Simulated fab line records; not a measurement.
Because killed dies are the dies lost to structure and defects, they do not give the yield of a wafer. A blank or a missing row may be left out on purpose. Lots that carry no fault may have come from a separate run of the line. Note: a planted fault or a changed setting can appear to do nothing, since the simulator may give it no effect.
fab line records	flow nandHarc	part 2 of 2: steps 24 to 35 of 35
record: lots: 5	wafers: 15	lastDay: 22
route steps=1159 shown A_M0@1021 A_M1@1026
lots that met no fault: from a run of the same line without faults
startH: hours from the record's opening day to when the first of the lot's shown wafers began	waitH: how many hours have passed since the lot's step before this one	" as in the row above	L1.1+2: a row that stands for several wafers	- no value, or no start given	* or withheld: withheld	< > ~ a bound
route shown NAME@n: names a module that has steps shown in the file, with the first one's number in the route	usual: the fault-free wafers' mean and standard deviation	same: alike in all rows	chamber/n: place in a boat	sites: per-site readings	_std_site: how widely they spread, as a standard deviation	_edge_site: the outer-site mean with the inner-site mean subtracted	radiusMm: for every site, how far away it sits from the centre of the wafer	mask NAME#n: copy n	behind: tool/chamber where the wafer was last shaped	hold: the reason the lot was held/the length of the hold in hours/how it ended	device: whichever transistor did not switch (one of n, p or np)	end of line: at the end of the route, the tests of the same wafers	where a step has no rows: the recipe by itself	killed: not the wafer's yield, but the dies lost to structure and defects at the first sort	map: a wafer's dies, marking killed ones x, the rest . and places with no die _
set.NAME: the run value of the setting; set.NAME@STEP: its run value at that earlier step	model.NAME: the simulator's own value behind a step, which no gauge read
lots at selected steps of the route; one table per step, one row per wafer
services: from which hour (startH, from the record's first day; less than 0 if before it) a tool's chamber was out of use, for how many hours, and why
== steps ==
step: NHARC_A_M1_STRIP_19
recipe: timeS: 600	tempC: 30	chemistry: postEtchResidueRemover
lot.wafer	tool	chamber	startH	waitH
L075.5+3+6	wetBench-10	7,0,4	409.51	-
L082.2+5+4	wetBench-08	1,2,4	448.33	-
L083.1+3+2	wetBench-10	5,6,2	461.14	-
L086.3+4+1	wetBench-08	6,0,1	468.15	-
L091.4+2+5	wetBench-10	7,0,1	499.54	-
step: NHARC_A_M1_DEGAS_29
recipe: tempC: 250	timeS: 60
usual: heaterPowerW: 335/40
lot.wafer	tool	chamber	startH	waitH	heaterPowerW
L075.3	pvdSputter-03	-	409.82	-	393
L075.5	"	-	"	"	286
L075.6	"	-	"	"	294
L082.4	pvdSputter-01	-	448.60	-	318
L082.2	"	-	"	"	292
L082.5	"	-	"	"	273
L083.3	pvdSputter-01	-	461.57	-	299
L083.1	"	-	"	"	343
L083.2	"	-	"	"	270
L086.4	pvdSputter-03	-	468.41	-	301
L086.1	"	-	"	"	375
L086.3	"	-	"	"	285
L091.4	pvdSputter-02	-	499.78	-	385
L091.2	"	-	"	"	351
L091.5	"	-	"	"	373
step: NHARC_A_M1_PRE_CLEAN_30
recipe: timeS: 30	tempC: 280	gas: H2/He
usual: heaterPowerW: 411/49
lot.wafer	tool	chamber	startH	waitH	heaterPowerW
L075.3	pvdSputter-03	-	-	-	363
L075.6	"	-	"	"	363
L075.5	"	-	"	"	405
L082.4	pvdSputter-01	-	-	-	388
L082.2	"	-	"	"	423
L082.5	"	-	"	"	363
L083.1	pvdSputter-01	-	-	-	338
L083.3	"	-	"	"	392
L083.2	"	-	"	"	436
L086.3	pvdSputter-03	-	-	-	375
L086.4	"	-	"	"	400
L086.1	"	-	"	"	465
L091.2	pvdSputter-02	-	-	-	467
L091.4	"	-	"	"	479
L091.5	"	-	"	"	481
step: NHARC_A_M1_PVD_20
recipe: targetThkA: 50	biasV: 168.6	powerW: 15000	chamberPressurePa: 0.12	timeS: 8.06	substrateTempC: 50	material: TaN
usual: throttleValvePct: 30.3/1.1
lot.wafer	tool	chamber	startH	waitH	throttleValvePct
L075.3	pvdSputter-03	-	-	-	30.0
L075.5	"	-	"	"	29.7
L075.6	"	-	"	"	30.1
L082.4	pvdSputter-01	-	-	-	29.6
L082.2	"	-	"	"	30.8
L082.5	"	-	"	"	31.8
L083.1	pvdSputter-01	-	-	-	30.9
L083.3	"	-	"	"	31.8
L083.2	"	-	"	"	29.8
L086.4	pvdSputter-03	-	-	-	28.9
L086.1	"	-	"	"	31.3
L086.3	"	-	"	"	30.9
L091.2	pvdSputter-02	-	-	-	29.8
L091.4	"	-	"	"	27.9
L091.5	"	-	"	"	29.8
step: NHARC_A_M1_PVD_21
recipe: targetThkA: 300	chamberPressurePa: 5	powerW: 5000	substrateTempC: 30	timeS: 20.49	material: Cu
usual: throttleValvePct: 30.2/1.1
lot.wafer	tool	chamber	startH	waitH	throttleValvePct
L075.3	pvdSputter-03	-	-	-	28.5
L075.6	"	-	"	"	28.6
L075.5	"	-	"	"	29.8
L082.4	pvdSputter-01	-	-	-	31.1
L082.2	"	-	"	"	31.6
L082.5	"	-	"	"	31.0
L083.2	pvdSputter-01	-	-	-	30.9
L083.3	"	-	"	"	31.0
L083.1	"	-	"	"	31.8
L086.4	pvdSputter-03	-	-	-	31.5
L086.1	"	-	"	"	30.8
L086.3	"	-	"	"	29.0
L091.2	pvdSputter-02	-	-	-	30.7
L091.4	"	-	"	"	27.8
L091.5	"	-	"	"	30.4
step: NHARC_A_M1_ECD_22
recipe: targetThkA: 4000	bathTempC: 25	material: Cu
usual: bathTempC: 25.00/0.11
lot.wafer	tool	chamber	startH	waitH	bathTempC
L075.3	ecdCu-01	0	410.31	-	24.93
L075.6	"	1	"	"	24.97
L075.5	"	0	"	"	25.04
L082.2	ecdCu-02	1	448.94	-	24.96
L082.4	"	1	"	"	24.83
L082.5	"	1	"	"	24.89
L083.1	ecdCu-02	1	462.05	-	25.17
L083.2	"	0	"	"	24.93
L083.3	"	1	"	"	24.85
L086.1	ecdCu-02	1	468.77	-	24.97
L086.3	"	1	"	"	24.94
L086.4	"	0	"	"	25.25
L091.2	ecdCu-02	1	500.20	-	24.95
L091.4	"	1	"	"	25.08
L091.5	"	0	"	"	24.91
step: NHARC_A_M1_ANNEAL_31
recipe: tempC: 225	timeS: 90
usual: wafer_temp_C_max: 226.6/0.39
lot.wafer	tool	chamber	startH	waitH	wafer_temp_C_max
L075.3	rtpAnneal-02	0	410.64	-	226.6
L075.5	"	0	"	"	226.8
L075.6	"	0	"	"	226.6
L082.2	rtpAnneal-02	0	449.37	0.4	226.9
L082.4	"	0	"	"	226.6
L082.5	"	0	"	"	227.0
L083.1	rtpAnneal-01	0	462.44	0.3	226.5
L083.2	"	0	"	"	226.3
L083.3	"	0	"	"	226.3
L086.1	rtpAnneal-02	0	469.15	-	226.6
L086.3	"	0	"	"	227.3
L086.4	"	0	"	"	226.6
L091.2	rtpAnneal-01	0	500.58	-	226.7
L091.4	"	0	"	"	226.6
L091.5	"	0	"	"	226.2
step: NHARC_A_M1_CMP_23
recipe: tOverpolishS: 20	targetThkNm: 154.34
usual: motorCurrentA: 12.0/1.1	padLifeWafers: 265/150	timeToEndpointS: 29.3/2
lot.wafer	tool	chamber	startH	waitH	motorCurrentA	padLifeWafers	timeToEndpointS
L075.3	cmp-03	1	410.94	-	12.6	320	27.9
L075.5	"	3	"	"	11.7	-	29.9
L075.6	"	0	"	"	14.1	-	30.4
L082.4	cmp-03	1	449.73	-	12.6	536	27.3
L082.2	"	2	"	"	12.8	537	27.1
L082.5	"	3	"	"	12.6	-	26.9
L083.2	cmp-02	3	462.78	-	10.6	180	34.0
L083.3	"	0	"	"	12.3	181	32.3
L083.1	"	1	"	"	11.9	182	31.9
L086.3	cmp-04	2	469.50	-	10.8	390	29.3
L086.4	"	3	"	"	11.3	391	31.1
L086.1	"	1	"	"	10.4	393	27.8
L091.2	cmp-02	3	500.90	-	9.6	349	27.4
L091.4	"	0	"	"	12.1	350	26.0
L091.5	"	3	"	"	11.1	-	29.6
step: NHARC_A_M1_THK_MEAS_24
recipe: thkMeasGauge: xrf
usual: thkNm: 154.8/1.4
lot.wafer	tool	chamber	startH	waitH	thkNm
L075.3	filmMetro-01	-	411.20	-	153.5
L075.5	"	-	"	"	156.2
L075.6	"	-	"	"	154.5
L082.2	filmMetro-02	-	449.99	-	155.0
L082.4	"	-	"	"	154.4
L082.5	"	-	"	"	153.6
L083.1	filmMetro-02	-	463.10	-	155.9
L083.2	"	-	"	"	156.5
L083.3	"	-	"	"	153.5
L086.1	filmMetro-02	-	469.81	-	154.8
L086.3	"	-	"	"	155.9
L086.4	"	-	"	"	156.4
L091.2	filmMetro-01	-	501.19	-	155.0
L091.4	"	-	"	"	153.2
L091.5	"	-	"	"	153.8
step: NHARC_A_M1_SRD_25
lot.wafer	tool	chamber	startH	waitH
L075.5+3+6	wetBench-10	7,1,2	411.24	0.0
L082.4+2+5	wetBench-10	5,0,1	450.04	0.0
L083.1+3+2	wetBench-08	4,5,0	463.14	0.0
L086.4+1+3	wetBench-10	4,6,7	469.86	0.0
L091.2+5+4	wetBench-10	2,5,6	501.23	0.0
step: NHARC_A_M1_INSPECT_27
usual: rawDefectCount: 460/140
lot.wafer	tool	chamber	startH	waitH	rawDefectCount
L075.3	defectInspect-02	-	411.36	0.0	329
L075.5	"	-	"	"	446
L075.6	"	-	"	"	424
L082.2	defectInspect-02	-	450.16	0.0	405
L082.4	"	-	"	"	318
L082.5	"	-	"	"	347
L083.1	defectInspect-01	-	463.26	0.0	424
L083.2	"	-	"	"	448
L083.3	"	-	"	"	411
L086.1	defectInspect-02	-	469.96	0.0	459
L086.3	"	-	"	"	635
L086.4	"	-	"	"	459
L091.2	defectInspect-01	-	501.35	0.0	659
L091.4	"	-	"	"	373
L091.5	"	-	"	"	623
step: NHARC_A_M1_PRE_CLEAN_32
recipe: timeS: 12	tempC: 370	rfPowerW: 300	gas: NH3
usual: heaterPowerW: 620/95
lot.wafer	tool	chamber	startH	waitH	heaterPowerW
L075.3	pecvd-04	1	411.44	0.1	659
L075.5	"	0	"	"	624
L075.6	"	2	"	"	479
L082.2	pecvd-02	0	450.23	0.1	639
L082.5	"	0	"	"	651
L082.4	"	1	"	"	673
L083.2	pecvd-04	0	463.32	0.1	625
L083.3	"	1	"	"	667
L083.1	"	2	"	"	520
L086.3	pecvd-02	0	470.04	0.1	714
L086.1	"	1	"	"	670
L086.4	"	1	"	"	673
L091.2	pecvd-03	2	501.43	0.1	747
L091.5	"	1	"	"	610
L091.4	"	0	"	"	508
== services ==
tool	chamber	startH	hours	kind
pecvd-04	-	391.06	0.7	repair
pvdSputter-02	-	392.00	10.0	pm
rieDiel-10	3	394.40	7.7	repair
pvdSputter-03	-	397.46	2.7	repair
arfiScanner-03	-	398.61	7.8	repair
wetBench-08	-	406.42	8.0	pm
rieDiel-10	3	417.55	8.8	repair
cmp-02	-	422.50	4.0	pm
pecvd-03	-	423.70	0.7	repair
wetBench-10	-	425.85	8.0	pm
rieDiel-09	-	431.37	9.0	pm
pvdSputter-03	-	439.51	8.0	repair
lithoTrack-01	-	443.00	7.0	pm
wetBench-10	-	448.47	0.9	repair
rieDiel-09	3	451.47	6.1	repair
pvdSputter-02	-	453.76	7.9	repair
pvdSputter-03	-	458.00	10.0	pm
rieDiel-09	2	461.54	2.1	repair
lithoTrack-06	-	467.00	7.0	pm
rieDiel-09	0	483.58	23.2	repair
arfiScanner-03	-	484.00	4.0	pm
lithoTrack-04	-	491.00	7.0	pm
rieDiel-01	-	491.80	9.0	pm
wetBench-08	-	496.81	1.5	repair
